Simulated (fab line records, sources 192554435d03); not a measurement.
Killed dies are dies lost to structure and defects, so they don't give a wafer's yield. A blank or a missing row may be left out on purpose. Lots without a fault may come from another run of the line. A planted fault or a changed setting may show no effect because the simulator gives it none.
Split-lot experiment | flow n5_finfet | 7 lots, 21 wafers read, on a route of 1938 steps

THE SPLIT
At N5_BEOL_M15_SPUTTER_43 (material TaN, target thk 15 nm, time 24.19 s), the setting time_s was moved away from the recipe's 24.19 s on 5 of the 21 wafers read, by -10.1% to +10.5%. The other wafers ran this setting at the recipe's value.

The reading is taken at the split's own step.

THE READING
TaN_of_BEOL_M15_SPUTTER_43.thk_nm (the simulator's own value, which no gauge read), in nm, at N5_BEOL_M15_SPUTTER_43 (material TaN, target thk 15 nm, time 24.19 s). The file gives no usual value for it. The 16 wafers here that ran the recipe average 14.9 nm, standard deviation 0.23 nm.

wafer  | tool, chamber at the split | time_s as run, s | against the recipe | TaN_of_BEOL_M15_SPUTTER_43.thk_nm, nm | against lot-mates on the recipe
L074.1 | pvd_sputter-03, -          | 21.74            | -10.1%             | 13.8                                  | -1.4
L074.2 | pvd_sputter-03, -          | 24.19            | recipe             | 15.2                                  | -
L074.5 | pvd_sputter-03, -          | 21.74            | -10.1%             | 13.4                                  | -1.8
L075.1 | pvd_sputter-03, -          | 24.19            | recipe             | 15.2                                  | -
L075.2 | pvd_sputter-03, -          | 24.19            | recipe             | 15.2                                  | -
L075.6 | pvd_sputter-03, -          | 24.19            | recipe             | 15.2                                  | -
L079.4 | pvd_sputter-02, -          | 24.19            | recipe             | 14.6                                  | -
L079.5 | pvd_sputter-02, -          | 24.19            | recipe             | 14.8                                  | -
L079.6 | pvd_sputter-02, -          | 24.19            | recipe             | 14.8                                  | -
L080.1 | pvd_sputter-02, -          | 26.73            | +10.5%             | 16.4                                  | +1.4
L080.4 | pvd_sputter-02, -          | 24.19            | recipe             | 15                                    | -
L080.5 | pvd_sputter-02, -          | 24.19            | recipe             | 15                                    | -
L085.1 | pvd_sputter-02, -          | 24.19            | recipe             | 15.2                                  | -
L085.3 | pvd_sputter-02, -          | 24.19            | recipe             | 15                                    | -
L085.6 | pvd_sputter-02, -          | 22.17            | -8.4%              | 14                                    | -1.1
L087.1 | pvd_sputter-03, -          | 24.19            | recipe             | 14.4                                  | -
L087.3 | pvd_sputter-03, -          | 24.19            | recipe             | 14.8                                  | -
L087.5 | pvd_sputter-03, -          | 24.19            | recipe             | 14.8                                  | -
L096.1 | pvd_sputter-03, -          | 24.19            | recipe             | 14.8                                  | -
L096.3 | pvd_sputter-03, -          | 24.19            | recipe             | 15                                    | -
L096.4 | pvd_sputter-03, -          | 22.28            | -7.9%              | 13.4                                  | -1.5

THE FIT
A straight line over all 21 wafers: TaN_of_BEOL_M15_SPUTTER_43.thk_nm changes by +0.139 nm for each +1% of time_s; r = +0.93; the points scatter about the line by 0.25 nm.
The same after taking each lot's own level away (the mean of its wafers on the recipe; 21 wafers): +0.151 nm for each +1%; r = +0.98; scatter 0.15 nm.
On that fit, the largest move of time_s shifts the reading by 1.6 nm.
The lots' own levels span 14.67 to 15.20 nm, that is 2.3 times the standard deviation above.
So the lot-to-lot level changes the slope little: the two slopes agree.
Check: with one of the wafers moved furthest among these (+10.5%) left out of the fit, the line predicts +1.66 nm for it against its lot-mates. It came out at +1.4 nm against them.

OTHER SPLITS ON THESE WAFERS
These wafers also went through other splits before the reading. Each is held against what the fit with the lots' levels taken away leaves over:
other split on the same wafers | wafers away from the commonest value | r with TaN_of_BEOL_M15_SPUTTER_43.thk_nm (lot level and that fit taken away)
N5_BEOL_M12_SPUTTER_44 power_w | 9                                    | +0.32
N5_BEOL_M13_COAT_58 spin_rpm   | 8                                    | -0.25
N5_BEOL_M14_SPUTTER_43 power_w | 5                                    | +0.43

THE FILE'S OWN FIT
TaN_of_BEOL_M15_SPUTTER_43.thk_nm changes by +0.151 nm for each +1% of time_s, r = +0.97.
